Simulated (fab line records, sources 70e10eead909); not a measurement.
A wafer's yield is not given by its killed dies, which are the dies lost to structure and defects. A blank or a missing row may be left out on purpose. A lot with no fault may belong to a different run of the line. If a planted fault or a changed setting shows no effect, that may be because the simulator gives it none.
fab line records	flow nand_harc
[record] lots = 12	wafers = 36	last_day = 24
route steps=1159 shown P_BONDPAD@368 A_ONON_D1@428 A_CHANNEL_HOLE_D1@450 END@1159
lots untouched by any fault: they come from a run of this same line in which no faults occurred
start_h: the number of hours between the record's first day and the start of the first shown wafer of the lot	wait_h: hours since the lot's step before	" repeats the value in the row above	L1.1+2: a single row standing in for several wafers	- either no value or no given start	* or withheld: withheld	< > ~ a bound
route shown NAME@n: a module of which the file shows steps, and the number in the route of the first	usual: mean/standard deviation taken from wafers without a fault	same: alike in all rows	chamber/n: place in a boat	sites: the reading at each site	_std_site: standard deviation across them	_edge_site: mean of outer sites minus mean of inner sites	radius_mm: for every site, how far away it sits from the centre of the wafer	mask NAME#n: copy n	behind: the last tool/chamber to shape the wafer	hold: why the lot went on hold/how many hours it stayed there/how the hold came to an end	device: the transistor (n, p or np) that didn't switch	end of line: tests run on the same wafers once the route is complete	a step without rows: its recipe alone	killed: count of dies lost to structure and defects at first sort (not the wafer's yield)	map: per-die view of a wafer (x killed, . not killed, _ where there is no die)
set.NAME: setting as actually run; set.NAME@STEP: the setting as run at that earlier step	model.NAME: the simulator's own value behind a step, which no gauge read
route steps across a sampled set of lots; one table per step, one row per wafer
services: when a tool's chamber went out of use (start_h, in hours from the record's first day, below 0 if earlier), for how many hours, and the reason
[[steps]]
[step NHARC_P_BONDPAD_ETCH_37]
[recipe] target_depth_a = 600	overetch_a = 180	time_s = 65.91	ion_energy_ev = 200	n2_flow_sccm = 150	h2_flow_sccm = 150	ar_flow_sccm = 0	rf_w = 400	bias_w = 150	chemistry = N2/H2
[usual] drypump_motor_current_A = 5.7/0.55	oes_product_au = 1.004/0.01	rf_vpp_V = 431.2/2.2	showerhead_plenum_p_Torr = 2.07/0.079	throttle_valve_pct = 14.171/0.009
lot.wafer	tool	chamber	start_h	wait_h	drypump_motor_current_A	oes_product_au	rf_hours_counter_h	rf_vpp_V	showerhead_plenum_p_Torr	throttle_valve_pct
L770.1	rie_diel-05	1	123.94	0.1	5.3	1.000	49	426.7	1.88	14.166
L770.6	"	3	"	"	6.3	1.027	-	429.5	2.01	14.173
L770.5	"	0	"	"	6.3	1.001	-	429.9	2.03	14.164
L771.1	rie_diel-05	0	146.82	0.1	6.3	1.007	56	430.0	2.02	14.180
L771.3	"	2	"	"	6.3	1.023	47	432.1	2.11	14.190
L771.6	"	3	"	"	6.3	1.023	-	429.9	2.01	14.171
L773.1	rie_diel-11	0	152.14	0.1	6.3	1.000	12	431.2	2.12	14.179
L773.4	"	2	"	"	4.9	1.008	13	431.1	2.11	14.166
L773.6	"	0	"	"	6.3	0.994	-	433.6	2.12	14.177
L777.3	rie_diel-11	0	173.52	0.1	6.3	1.003	14	433.2	2.12	14.160
L777.2	"	1	"	"	5.3	1.003	14	428.6	1.98	14.165
L777.6	"	3	"	"	5.8	1.005	-	432.7	2.14	14.167
L779.1	rie_diel-05	3	178.45	0.1	6.3	0.999	1	430.6	2.00	14.174
L779.2	"	0	"	"	6.3	1.009	0	430.3	2.02	14.198
L779.6	"	2	"	"	6.3	1.001	-	430.5	2.11	14.172
L784.3	rie_diel-11	3	206.84	0.1	5.8	1.005	1	434.2	2.14	14.174
L784.2	"	0	"	"	6.3	1.007	1	433.1	2.12	14.164
L784.6	"	3	"	"	5.8	1.019	-	432.7	2.14	14.158
L783.4	rie_diel-11	1	209.71	0.1	5.3	0.998	1	429.8	1.98	14.179
L783.1	"	3	"	"	5.8	1.012	1	433.0	2.13	14.163
L783.6	"	1	"	"	5.3	1.008	-	427.2	1.98	14.173
L785.1	rie_diel-11	3	225.59	0.1	5.8	1.006	3	433.4	2.13	14.166
L785.4	"	1	"	"	5.3	1.008	3	430.2	1.98	14.170
L785.6	"	3	"	"	5.8	1.006	-	432.9	2.13	14.163
L787.4	rie_diel-13	1	229.41	0.1	5.9	1.023	46	426.6	1.92	14.156
L787.5	"	3	"	"	5.2	1.000	-	427.5	2.02	14.171
L787.6	"	0	"	"	6.3	0.994	-	426.8	1.87	14.185
L789.3	rie_diel-11	3	240.55	0.1	5.8	1.012	4	433.4	2.13	14.189
L789.2	"	1	"	"	5.3	1.023	4	428.6	1.98	14.166
L789.4	"	2	"	"	4.9	1.015	5	430.6	2.11	14.167
L791.1	rie_diel-11	0	252.30	0.1	6.3	1.000	5	433.1	2.12	14.179
L791.3	"	1	"	"	5.3	1.006	5	428.7	1.98	14.179
L791.6	"	3	"	"	5.8	1.012	-	433.0	2.13	14.178
L793.4	rie_diel-11	1	271.00	0.1	5.3	1.012	8	428.5	1.97	14.170
L793.3	"	2	"	"	4.9	1.003	8	431.0	2.11	14.161
L793.6	"	3	"	"	5.8	1.002	-	433.4	2.13	14.188
[step NHARC_P_BONDPAD_ETCH_12]
[recipe] target_depth_a = 2000	time_s = 100	chf3_flow_sccm = 50	o2_flow_sccm = 10	ar_flow_sccm = 200	rf_w = 500	bias_w = 200	chemistry = CHF3/O2
[usual] drypump_motor_current_A = 5.7/0.55	oes_product_au = 0.950/0.025	rf_vpp_V = 371.4/2.2	showerhead_plenum_p_Torr = 2.44/0.088	throttle_valve_pct = 20.573/0.011
lot.wafer	tool	chamber	start_h	wait_h	drypump_motor_current_A	oes_product_au	rf_hours_counter_h	rf_vpp_V	showerhead_plenum_p_Torr	throttle_valve_pct
L770.1	rie_diel-05	1	-	-	5.2	0.944	49	367.1	2.23	20.557
L770.5	"	1	"	"	5.3	0.948	-	368.0	2.23	20.568
L770.6	"	2	"	"	6.3	0.963	-	372.2	2.48	20.588
L771.1	rie_diel-05	3	-	-	6.3	0.940	59	370.4	2.37	20.587
L771.3	"	0	"	"	6.3	0.946	56	371.6	2.38	20.556
L771.6	"	3	"	"	6.3	0.951	-	368.4	2.37	20.575
L773.1	rie_diel-11	2	-	-	4.9	0.931	13	372.7	2.48	20.583
L773.4	"	3	"	"	5.8	0.922	12	372.7	2.51	20.582
L773.6	"	2	"	"	4.9	0.933	-	373.5	2.48	20.592
L777.3	rie_diel-11	1	-	-	5.3	0.921	14	370.8	2.33	20.563
L777.2	"	2	"	"	4.9	0.931	15	372.8	2.48	20.569
L777.6	"	1	"	"	5.3	0.930	-	369.7	2.33	20.574
L779.2	rie_diel-05	2	-	-	6.2	0.981	1	373.8	2.47	20.567
L779.1	"	1	"	"	5.3	0.947	1	374.5	2.60	20.574
L779.6	"	2	"	"	6.3	0.992	-	373.7	2.47	20.574
L784.3	rie_diel-11	3	-	-	5.8	0.982	1	373.4	2.51	20.561
L784.2	"	2	"	"	4.9	0.963	1	373.1	2.48	20.573
L784.6	"	0	"	"	6.3	0.991	-	371.8	2.49	20.566
L783.4	rie_diel-11	3	-	-	5.8	0.989	1	373.4	2.51	20.566
L783.1	"	0	"	"	6.3	0.976	1	373.2	2.49	20.579
L783.6	"	3	"	"	5.8	0.974	-	371.7	2.51	20.569
L785.4	rie_diel-11	3	-	-	5.8	0.920	3	373.6	2.50	20.573
L785.1	"	2	"	"	4.9	0.919	3	372.9	2.48	20.561
L785.6	"	3	"	"	5.8	0.932	-	374.1	2.51	20.575
L787.4	rie_diel-13	1	-	-	5.9	0.971	46	367.9	2.27	20.574
L787.6	"	3	"	"	5.2	0.937	-	370.8	2.38	20.577
L787.5	"	0	"	"	6.3	0.935	-	366.5	2.22	20.545
L789.3	rie_diel-11	2	-	-	4.9	0.980	5	371.1	2.48	20.590
L789.4	"	3	"	"	5.8	0.966	4	372.5	2.50	20.561
L789.2	"	0	"	"	6.3	0.979	4	371.8	2.49	20.566
L791.3	rie_diel-11	2	-	-	4.9	0.968	6	372.2	2.48	20.579
L791.1	"	1	"	"	5.3	0.978	5	368.0	2.33	20.570
L791.6	"	3	"	"	5.8	0.981	-	374.3	2.50	20.572
L793.3	rie_diel-11	1	-	-	5.3	0.929	8	367.5	2.33	20.597
L793.4	"	2	"	"	4.9	0.915	8	372.9	2.48	20.566
L793.6	"	1	"	"	5.3	0.924	-	368.3	2.33	20.578
[step NHARC_A_ONON_D1_DEP_06]
[recipe] target_thk_a = 10000	n2_flow_sccm = 2750	n2o_flow_sccm = 2000	nh3_flow_sccm = 500	sih4_flow_sccm = 210	temp_c = 400
lot.wafer	tool	chamber	start_h	wait_h
L770.1+5+6	pecvd_onon-01	0	151.36	0.1
L771.1+3+6	pecvd_onon-04	0	173.78	0.1
L773.1+4+6	pecvd_onon-04	0	179.71	0.1
L777.2+3+6	pecvd_onon-04	0	202.39	0.1
L779.1+2+6	pecvd_onon-04	0	205.92	0.1
L783.1+4+6	pecvd_onon-01	0	233.50	0.1
L784.2+3+6	pecvd_onon-01	0	233.92	0.1
L785.1+4+6	pecvd_onon-02	0	253.49	0.1
L787.4+5+6	pecvd_onon-01	0	257.23	0.2
L789.2+3+4	pecvd_onon-01	0	267.58	0.1
L791.1+3+6	pecvd_onon-02	0	279.44	0.1
L793.3+4+6	pecvd_onon-04	0	297.47	0.2
[step NHARC_A_ONON_D1_THK_MEAS_08]
[recipe] thk_meas_gauge = ellipsometry
[usual] thk_nm = 998/9.3
lot.wafer	tool	chamber	start_h	wait_h	thk_nm
L770.1	film_metro-01	-	151.88	-	997
L770.5	"	-	"	"	995
L770.6	"	-	"	"	997
L771.1	film_metro-02	-	174.29	-	998
L771.3	"	-	"	"	997
L771.6	"	-	"	"	998
L773.1	film_metro-02	-	180.21	-	992
L773.4	"	-	"	"	992
L773.6	"	-	"	"	991
L777.2	film_metro-02	-	202.85	-	1838
L777.3	"	-	"	"	996
L777.6	"	-	"	"	1837
L779.1	film_metro-01	-	206.44	-	995
L779.2	"	-	"	"	1838
L779.6	"	-	"	"	1836
L783.1	film_metro-02	-	234.01	-	987
L783.4	"	-	"	"	989
L783.6	"	-	"	"	987
L784.2	film_metro-02	-	234.37	-	975
L784.3	"	-	"	"	976
L784.6	"	-	"	"	975
L785.1	film_metro-02	-	254.00	-	1006
L785.4	"	-	"	"	1006
L785.6	"	-	"	"	1007
L787.4	film_metro-02	-	257.56	-	1000
L787.5	"	-	"	"	1002
L787.6	"	-	"	"	1001
L789.2	film_metro-02	-	268.04	-	990
L789.3	"	-	"	"	990
L789.4	"	-	"	"	989
L791.1	film_metro-02	-	279.96	-	1003
L791.3	"	-	"	"	1000
L791.6	"	-	"	"	1001
L793.3	film_metro-02	-	297.86	-	989
L793.4	"	-	"	"	988
L793.6	"	-	"	"	988
[step NHARC_A_CHANNEL_HOLE_D1_DEP_00]
[recipe] target_thk_a = 31000	temp_c = 400	material = aC
[usual] throttle_valve_pct = 35.001/0.0099
lot.wafer	tool	chamber	start_h	wait_h	throttle_valve_pct
L770.1	acl_dep-01	0	168.39	2.9	34.991
L770.5	"	0	169.64	4.2	35.011
L770.6	"	0	"	"	35.011
L771.1	acl_dep-03	0	185.60	0.1	34.986
L771.3	"	0	"	"	35.005
L771.6	"	0	"	"	35.001
L773.1	acl_dep-01	0	191.37	0.1	35.007
L773.4	"	0	"	"	34.999
L773.6	"	0	"	"	35.012
L777.3	acl_dep-03	0	219.12	1.8	35.004
L779.1	acl_dep-01	0	219.13	1.6	35.002
L783.1	acl_dep-01	0	247.64	1.1	34.987
L783.4	"	0	"	"	35.003
L783.6	"	0	"	"	35.007
L784.2	acl_dep-03	0	249.98	2.8	34.992
L784.3	"	0	"	"	34.995
L784.6	"	0	"	"	35.011
L785.1	acl_dep-02	0	265.20	0.1	35.019
L785.4	"	0	"	"	34.992
L785.6	"	0	"	"	35.005
L787.4	acl_dep-02	0	269.92	1.3	34.993
L787.5	"	0	"	"	34.989
L787.6	"	0	"	"	35.007
L789.2	acl_dep-02	0	281.89	1.3	34.994
L789.3	"	0	"	"	35.017
L789.4	"	0	"	"	35.006
L791.1	acl_dep-03	0	291.17	0.1	34.996
L791.3	"	0	"	"	34.986
L791.6	"	0	"	"	34.983
L793.3	acl_dep-01	0	312.16	2.5	34.996
L793.4	"	0	"	"	34.995
L793.6	"	0	"	"	34.984
[step NHARC_END_SORT_01]
[recipe] temp_c = 25
[usual] killed_at_array = 28/10	killed_at_other = 0.6/1.1	killed_at_periphery = 3.6/2.6	killed_dies = 32/10	killed_open = 3.3/1.8	killed_short = 1.9/1.4
[same] gross_dies = 677
lot.wafer	tool	chamber	start_h	wait_h	killed_at_array	killed_at_other	killed_at_periphery	killed_dies	killed_open	killed_short
L777.2	prober-02	0	493.34	2.8	671	0	6	677	3	3
L777.3	prober-02	0	494.14	3.1	30	2	5	37	5	3
L777.6	prober-02	0	496.55	4.0	673	0	4	677	4	2
L779.1	prober-01	0	505.30	2.5	29	3	0	32	2	1
L779.2	prober-01	0	506.11	2.8	667	3	7	677	1	3
L779.6	prober-01	0	509.32	4.0	674	1	2	677	4	2
// killed by level:class
L777.2 A_ONON_D1:area_dep=646 A_CHANNEL_HOLE_D1:chamber_film_flake=17 A_CONTACT:chamber_film_flake=2 P_GATE:geometric_particle:short=1 P_GATE:geometric_particle:open=1 P_M0:geometric_particle:open=1 P_M2:geometric_particle:open=1 A_CHANNEL_HOLE_D1:geometric_particle:short=1
L777.3 A_CHANNEL_HOLE_D1:chamber_film_flake=12 P_M1:chamber_film_flake=3 A_CHANNEL_FILL_D1:chamber_film_flake=3 A_STAIRCASE:chamber_film_flake=2 A_WL_FILL:chamber_film_flake=2 A_CONTACT:chamber_film_flake=2 THIN_TSV:chamber_film_flake=2 A_SOURCE_PLATE:geometric_particle:open=1
L777.6 A_ONON_D1:area_dep=648 A_CHANNEL_HOLE_D1:chamber_film_flake=12 A_CONTACT:chamber_film_flake=4 P_M0:geometric_particle:open=2 P_M1:chamber_film_flake=2 A_WL_FILL:chamber_film_flake=2 A_CHANNEL_FILL_D1:geometric_particle:short=1 A_WL_FILL:geometric_particle:short=1
L779.1 A_CHANNEL_HOLE_D1:chamber_film_flake=15 A_SLIT:chamber_film_flake=7 THIN_TSV:chamber_film_flake=3 A_STAIRCASE:chamber_film_flake=2 A_SOURCE_PLATE:geometric_particle:open=1 A_CHANNEL_FILL_D1:geometric_particle:open=1 A_CHANNEL_FILL_D1:geometric_particle:short=1 A_ZERO_WELL:chamber_film_flake=1
L779.2 A_ONON_D1:area_dep=630 A_CHANNEL_HOLE_D1:chamber_film_flake=21 A_SLIT:chamber_film_flake=8 P_STI:chamber_film_flake=5 THIN_TSV:chamber_film_flake=3 A_STAIRCASE:chamber_film_flake=2 A_WL_FILL:chamber_film_flake=2 P_M0:geometric_particle:short=1
L779.6 A_ONON_D1:area_dep=630 A_SLIT:chamber_film_flake=17 A_CHANNEL_HOLE_D1:chamber_film_flake=16 A_M0:geometric_particle:open=2 A_CHANNEL_FILL_D1:chamber_film_flake=2 A_STAIRCASE:chamber_film_flake=2 P_M0:geometric_particle:short=1 A_ONON_D1:geometric_particle:open=1
[[services]]
tool	chamber	start_h	hours	kind
pecvd_onon-02	-	111.33	13.0	pm
acl_dep-01	-	112.48	13.0	pm
rie_diel-11	0	119.50	-	clean
rie_diel-11	1	119.50	-	clean
rie_diel-11	2	119.50	-	clean
rie_diel-11	3	119.50	-	clean
rie_diel-11	0	136.91	9.5	repair
rie_diel-11	1	142.10	6.2	repair
acl_dep-02	-	147.30	12.4	repair
rie_diel-05	-	163.62	9.0	pm
acl_dep-02	-	168.29	13.0	pm
rie_diel-05	0	172.99	1.4	repair
rie_diel-11	-	189.50	9.0	pm
rie_diel-05	0	189.75	3.0	repair
pecvd_onon-01	-	195.24	13.0	pm
rie_diel-05	3	204.70	9.8	repair
acl_dep-03	-	224.62	13.0	pm
rie_diel-13	3	232.11	3.8	repair
pecvd_onon-04	-	237.01	13.0	pm
rie_diel-11	1	245.05	1.3	repair
rie_diel-13	-	276.08	9.0	pm
pecvd_onon-02	-	292.33	13.0	pm
acl_dep-01	-	294.72	13.0	pm
rie_diel-11	2	301.84	5.4	repair
[[key]]
[first_sign] step = NHARC_A_ONON_D1_THK_MEAS_08	reading = thk_nm	direction = up	sigmas = 90	usual = 998	struck = 1837
[effect] step = NHARC_END_SORT_01	reading = killed_at_array	direction = up	sigmas = 63	usual = 28	struck = 671
[more_kills_born_at] NHARC_A_ONON_D1_DEP_06@pecvd_onon-04 = 2554
met_at NHARC_A_ONON_D1_DEP_06
struck_lots L777,L779
struck_wafers L777.2,L777.6,L779.2,L779.6
later_rows_left_out L777.2,L777.6,L779.2,L779.6
tester_left_out L777,L779
not_acting_at NHARC_P_BONDPAD_ETCH_37,NHARC_P_BONDPAD_ETCH_12,NHARC_A_CHANNEL_HOLE_D1_DEP_00
onset_between 179.71 202.39
[fault] kind = process_parameter_drift	tool = pecvd_onon-04	chamber = -	onset_h = 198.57	steps = NHARC_A_ONON_D1_DEP_06	channel = target_thk_a	offset = *	shape = step	end_h = 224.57	scope = struck_wafers_only	acts_in = *	stated = *
// tester_left_out: of these lots the tester's yield and bins aren't shown, on N5 and GAA mostly nor the transistor test; their killed dies are dies lost to structure and defects alone, not to doping, threshold or leakage, so they don't give the yield
// later_rows_left_out: the simulator's readings of these wafers behind a module that went badly wrong aren't trusted and aren't shown, but for the sort
